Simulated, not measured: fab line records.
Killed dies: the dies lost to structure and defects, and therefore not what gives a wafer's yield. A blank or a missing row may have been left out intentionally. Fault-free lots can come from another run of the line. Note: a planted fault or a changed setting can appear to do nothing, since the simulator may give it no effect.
Lot-split experiment / flow n5_finfet / 21 wafers read from 7 lots, route of 1938 steps

ABOUT THE SPLIT
At N5_BEOL_M9_TRENCH_ETCH_37 (etches SiCOH lowk in C4F6/O2, target depth 151.43 nm, time 49 s), the setting time_s was moved away from the recipe's 49 s on 5 of the 21 wafers read, by -9.8% to +17.0%. The other wafers ran this setting at the recipe's value.

FROM THE SPLIT TO THE READING: what the file shows between them, 16 steps
- N5_BEOL_M9_ETCH_41: etches SiCN in CH3F/O2, target depth 36.6 nm, time 70.1 s
- N5_BEOL_M9_STRIP_80: strips in N2/H2, time 10 s
- N5_BEOL_M9_OCD_MEAS_38
- N5_BEOL_M9_HM_STRIP_39: strips TiN in peroxide tin strip, target depth 25 nm, time 158 s
- N5_BEOL_M9_SRD_40: time 30 s
- N5_BEOL_M9_PRECLEAN_42: cleans in residue remover, time 60 s
- N5_BEOL_M9_SRD_43: time 30 s
- N5_BEOL_M9_CD_MEAS_35: target cd 70 nm, target cd y 40 nm
- N5_BEOL_M9_CURE_72: cures SiCOH lowk, time 120 s
- N5_BEOL_M9_DEGAS_44: time 60 s
- N5_BEOL_M9_ECD_50: material Cu, target thk 318 nm
- N5_BEOL_M9_ANNEAL_51: time 90 s
- N5_BEOL_M9_CMP_52: polishes, stops on SiCOH lowk, t overpolish 7 s, target thk 140 nm
- N5_BEOL_M9_THK_MEAS_53: measures by xrf
- N5_BEOL_M9_PRE_CLEAN_55: time 15 s
- N5_BEOL_M9_DEP_56: deposits SiCN from 3MS/NH3, target thk 15 nm, time 26.5 s

THE READING
M9_RS in ohm/sq, measured at N5_BEOL_M9_RS_MEAS_57 by four-point-probe. Fault-free wafers of this fab line usually give 0.150 ohm/sq, standard deviation 0.0032 ohm/sq.

wafer=L076.1; tool, chamber at the split=rie_diel-02, 2; time_s as run, s=49; against the recipe=recipe; M9_RS, ohm/sq=0.147; against lot-mates on the recipe=-
wafer=L076.3; tool, chamber at the split=rie_diel-02, 0; time_s as run, s=49; against the recipe=recipe; M9_RS, ohm/sq=0.145; against lot-mates on the recipe=-
wafer=L076.6; tool, chamber at the split=rie_diel-02, 0; time_s as run, s=49; against the recipe=recipe; M9_RS, ohm/sq=0.145; against lot-mates on the recipe=-
wafer=L075.1; tool, chamber at the split=rie_diel-05, 2; time_s as run, s=49; against the recipe=recipe; M9_RS, ohm/sq=0.150; against lot-mates on the recipe=-
wafer=L075.2; tool, chamber at the split=rie_diel-05, 3; time_s as run, s=49; against the recipe=recipe; M9_RS, ohm/sq=0.152; against lot-mates on the recipe=-
wafer=L075.3; tool, chamber at the split=rie_diel-05, 0; time_s as run, s=49; against the recipe=recipe; M9_RS, ohm/sq=0.150; against lot-mates on the recipe=-
wafer=L080.1; tool, chamber at the split=rie_diel-05, 2; time_s as run, s=44.22; against the recipe=-9.8%; M9_RS, ohm/sq=0.169; against lot-mates on the recipe=+0.020
wafer=L080.2; tool, chamber at the split=rie_diel-05, 0; time_s as run, s=49; against the recipe=recipe; M9_RS, ohm/sq=0.149; against lot-mates on the recipe=-
wafer=L080.4; tool, chamber at the split=rie_diel-05, 0; time_s as run, s=49; against the recipe=recipe; M9_RS, ohm/sq=0.149; against lot-mates on the recipe=-
wafer=L082.1; tool, chamber at the split=rie_diel-06, 2; time_s as run, s=49; against the recipe=recipe; M9_RS, ohm/sq=0.155; against lot-mates on the recipe=-
wafer=L082.3; tool, chamber at the split=rie_diel-06, 3; time_s as run, s=49; against the recipe=recipe; M9_RS, ohm/sq=0.155; against lot-mates on the recipe=-
wafer=L082.5; tool, chamber at the split=rie_diel-06, 2; time_s as run, s=49; against the recipe=recipe; M9_RS, ohm/sq=0.154; against lot-mates on the recipe=-
wafer=L088.3; tool, chamber at the split=rie_diel-06, 0; time_s as run, s=55.88; against the recipe=+14.0%; M9_RS, ohm/sq=0.132; against lot-mates on the recipe=-0.019
wafer=L088.4; tool, chamber at the split=rie_diel-06, 0; time_s as run, s=55.88; against the recipe=+14.0%; M9_RS, ohm/sq=0.131; against lot-mates on the recipe=-0.020
wafer=L088.6; tool, chamber at the split=rie_diel-06, 1; time_s as run, s=49; against the recipe=recipe; M9_RS, ohm/sq=0.151; against lot-mates on the recipe=-
wafer=L094.2; tool, chamber at the split=rie_diel-05, 1; time_s as run, s=49; against the recipe=recipe; M9_RS, ohm/sq=0.157; against lot-mates on the recipe=-
wafer=L094.4; tool, chamber at the split=rie_diel-05, 2; time_s as run, s=49; against the recipe=recipe; M9_RS, ohm/sq=0.154; against lot-mates on the recipe=-
wafer=L094.6; tool, chamber at the split=rie_diel-05, 2; time_s as run, s=49; against the recipe=recipe; M9_RS, ohm/sq=0.154; against lot-mates on the recipe=-
wafer=L096.2; tool, chamber at the split=rie_diel-06, 3; time_s as run, s=49; against the recipe=recipe; M9_RS, ohm/sq=0.148; against lot-mates on the recipe=-
wafer=L096.4; tool, chamber at the split=rie_diel-06, 1; time_s as run, s=57.35; against the recipe=+17.0%; M9_RS, ohm/sq=0.124; against lot-mates on the recipe=-0.024
wafer=L096.6; tool, chamber at the split=rie_diel-06, 3; time_s as run, s=57.35; against the recipe=+17.0%; M9_RS, ohm/sq=0.122; against lot-mates on the recipe=-0.026

FIT RESULTS
A straight line over all 21 wafers: M9_RS changes by -0.00158 ohm/sq for each +1% of time_s; r = -0.95; the points scatter about the line by 0.0035 ohm/sq.
The same after taking each lot's own level away (the mean of its wafers on the recipe; 21 wafers): -0.00151 ohm/sq for each +1%; r = -0.99; scatter 0.0015 ohm/sq.
That fit puts the effect of the largest move of time_s on the reading at 0.026 ohm/sq.
Across the lots, their own levels run from 0.1457 to 0.1550 ohm/sq, a range of 2.9 times the standard deviation given above.
So the lot-to-lot level changes the slope little: the two slopes agree.
Check: -0.0258 ohm/sq against its lot-mates is what the line predicts for one of the wafers moved furthest among these (+17.0%) when that wafer is left out of the fit. Against them it came out at -0.024 ohm/sq.

THE WHOLE CHAIN: every reading that the file lists as answering this split, in the file's order
step=N5_BEOL_M9_TRENCH_ETCH_37; what it does=etches SiCOH lowk in C4F6/O2, target depth 151.43 nm, time 49 s; reading=etch.depth_nm (the simulator's own value, which no gauge read); change (the file's fit)=+1.49 nm for each +1% of the setting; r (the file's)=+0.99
step=N5_BEOL_M9_TRENCH_ETCH_37; what it does=etches SiCOH lowk in C4F6/O2, target depth 151.43 nm, time 49 s; reading=BEOL_M9.feature_depth_nm (the simulator's own value, which no gauge read); change (the file's fit)=+1.49 nm for each +1% of the setting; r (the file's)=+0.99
step=N5_BEOL_M9_OCD_MEAS_38; what it does=; reading=trench_depth_nm; change (the file's fit)=+1.47 nm for each +1% of the setting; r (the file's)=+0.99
step=N5_BEOL_M9_CMP_52; what it does=polishes, stops on SiCOH lowk, t overpolish 7 s, target thk 140 nm; reading=Cu_of_BEOL_M9_ECD_50.thk_nm (the simulator's own value, which no gauge read); change (the file's fit)=+1.47 nm for each +1% of the setting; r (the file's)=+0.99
step=N5_BEOL_M9_THK_MEAS_53; what it does=measures by xrf; reading=M9_THK; change (the file's fit)=+1.46 for each +1% of the setting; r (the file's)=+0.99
step=N5_BEOL_M9_RS_MEAS_57; what it does=measures by four-point-probe; reading=M9_RS; change (the file's fit)=-0.00153 for each +1% of the setting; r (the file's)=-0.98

THE FILE'S OWN FIT
M9_RS changes by -0.00153 ohm/sq for each +1% of time_s, r = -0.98.
